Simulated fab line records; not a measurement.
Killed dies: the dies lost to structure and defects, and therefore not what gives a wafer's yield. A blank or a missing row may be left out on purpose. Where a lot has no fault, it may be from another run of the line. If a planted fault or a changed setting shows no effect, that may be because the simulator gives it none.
Split-lot experiment ; flow n5 finfet ; route with 1938 steps; 7 lots, 21 wafers read

ABOUT THE SPLIT
At N5_BEOL_M12_COAT_04 (resist thk 400 nm), the setting spin rpm was moved away from the recipe's 1625 rpm on 10 of the 21 wafers read, by -11.1% to +10.1%. This setting was run at the recipe's value on the other wafers.

FROM THE SPLIT TO THE READING: what the file shows between them, 4 steps
- N5_BEOL_M12_EBR_06
- N5_BEOL_M12_SOFTBAKE_05: time 60 s
- N5_BEOL_M12_DESCUM_15: chemistry O2, time 7.9 s
- N5_BEOL_M12_ETCH_59: etches BARC in N2/H2, target depth 89 nm, overetch 26.7 nm, time 67.9 s

THE READING
coat_of_BEOL_M12_COAT_04.thk nm (the simulator's own value, which no gauge read), in nm, at N5_BEOL_M12_VIA_ETCH_16 (etches SiOC in C4F8/O2/Ar, target depth 724.8 nm). There is no usual value for it anywhere in the file. Here, 11 wafers ran the recipe; their average is 123.8 nm with a standard deviation of 2.7 nm.

wafer;tool, chamber at the split;spin rpm as run, rpm;against the recipe;coat_of_BEOL_M12_COAT_04.thk nm, nm;against lot-mates on the recipe
L078.2;litho track-02, 0;1625;recipe;122.8;-
L078.5;litho track-02, 0;1625;recipe;121.6;-
L078.6;litho track-02, 0;1625;recipe;120;-
L081.1;litho track-02, 0;1625;recipe;129.2;-
L081.4;litho track-02, 0;1475;-9.2%;145.6;+16.4
L081.5;litho track-02, 0;1475;-9.2%;139.6;+10.4
L083.1;litho track-02, 0;1701;+4.7%;112;-12.8
L083.2;litho track-02, 0;1701;+4.7%;117.4;-7.4
L083.3;litho track-02, 0;1625;recipe;124.8;-
L089.2;litho track-03, 0;1625;recipe;123.2;-
L089.3;litho track-03, 0;1625;recipe;126.2;-
L089.5;litho track-03, 0;1547;-4.8%;130.4;+5.7
L088.4;litho track-02, 0;1625;recipe;124.2;-
L088.5;litho track-02, 0;1625;recipe;119.6;-
L088.6;litho track-02, 0;1625;recipe;123.6;-
L090.1;litho track-03, 0;1789;+10.1%;108;no lot-mate on the recipe
L090.2;litho track-03, 0;1789;+10.1%;102.8;no lot-mate on the recipe
L090.4;litho track-03, 0;1789;+10.1%;104.6;no lot-mate on the recipe
L093.1;litho track-03, 0;1625;recipe;126.2;-
L093.2;litho track-03, 0;1444;-11.1%;146.6;+20.4
L093.6;litho track-03, 0;1444;-11.1%;148.8;+22.6

FIT RESULTS
A straight line over all 21 wafers: coat_of_BEOL_M12_COAT_04.thk nm changes by -1.97 nm for each +1% of spin rpm; r = -0.98; the points scatter about the line by 2.8 nm.
The same after taking each lot's own level away (the mean of its wafers on the recipe; 18 wafers): -1.79 nm for each +1%; r = -0.97; scatter 2.4 nm.
Per that fit: largest spin rpm move, reading shift of 20 nm.
From 121.47 to 129.20 nm: that is the span of the lots' own levels, equal to 2.9 times the standard deviation above.
Thus the slope moves with the lot-to-lot level: the two fits are different.
Check: with one of the wafers moved furthest among these (-11.1%) left out of the fit, the line predicts +19 nm for it against its lot-mates. Against them it came out at +20.4 nm.

THE WHOLE CHAIN: every reading that the file lists as answering this split, in the file's order
step;what it does;reading;change (the file's fit);r (the file's)
N5_BEOL_M12_COAT_04;resist thk 400 nm;coat_of_BEOL_M12_COAT_04.thk nm (the simulator's own value, which no gauge read);-2.11 nm for each +1% of the setting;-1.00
N5_BEOL_M12_ETCH_59;etches BARC in N2/H2, target depth 89 nm, overetch 26.7 nm, time 67.9 s;coat_of_BEOL_M12_COAT_04.thk nm (the simulator's own value, which no gauge read);-1.99 nm for each +1% of the setting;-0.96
N5_BEOL_M12_VIA_ETCH_16;etches SiOC in C4F8/O2/Ar, target depth 724.8 nm;coat_of_BEOL_M12_COAT_04.thk nm (the simulator's own value, which no gauge read);-1.72 nm for each +1% of the setting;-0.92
N5_BEOL_M12_STRIP_63;strips in N2/H2;strip time to endpoint s;withheld for each +1% of the setting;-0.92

FILE'S OWN FIT
coat_of_BEOL_M12_COAT_04.thk nm changes by -1.72 nm for each +1% of spin rpm, r = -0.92.
